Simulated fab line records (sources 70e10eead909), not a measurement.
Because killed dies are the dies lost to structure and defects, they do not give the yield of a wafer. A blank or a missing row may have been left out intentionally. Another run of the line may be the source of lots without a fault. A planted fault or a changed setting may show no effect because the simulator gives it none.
Matching of chambers | flow nand_harc | NHARC_P_M1_DESCUM_14 on rie_diel-10: 4 sister chambers
The step chemistry O2, time 3 s. 4 wafers are shown with their chamber, then 7 later ones without.

## WAFERS WITH THEIR CHAMBER
wafer  | chamber | oes_product_au (a.u.)
L085.6 | 3       | 1.000
L090.1 | 2       | 0.991
L093.4 | 0       | 0.991
L093.5 | 1       | 0.977

## WAFERS MISSING THEIR CHAMBER
wafer  | oes_product_au (a.u.)
L093.6 | 0.981
L092.2 | 0.981
L092.4 | 0.990
L092.5 | 0.985
L096.3 | 1.000
L096.5 | 0.975
L096.6 | 0.989

## CHAMBER TAKEN BY EACH
wafer  | from the rows above          | in truth
L093.6 | can't be placed: 1 or 0 or 2 | 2
L092.2 | can't be placed: 1 or 0 or 2 | 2
L092.4 | can't be placed: 0 or 2      | 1
L092.5 | can't be placed: 0 or 2 or 1 | 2
L096.3 | 3                            | 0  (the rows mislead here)
L096.5 | 1                            | 1
L096.6 | can't be placed: 0 or 2      | 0
Correct placement for 1 of the 7. Unplaceable from these rows: 5, with the true chamber sitting among the candidates in 4. Placed wrongly: 1.
How it was worked out, from the rows above alone: a wafer's distance from a chamber is the root of the sum, over the readings, of the square of ((its reading less the chamber's mean) divided by the reading's scatter). If the next closest chamber is less than 2 further off than the closest, the wafer can't be placed; otherwise it belongs to the closest. For every chamber, the mean is computed from those of its wafers that are shown. The scatter: root of mean squared gap, hidden wafer to nearest shown wafer, with one shown wafer a chamber.
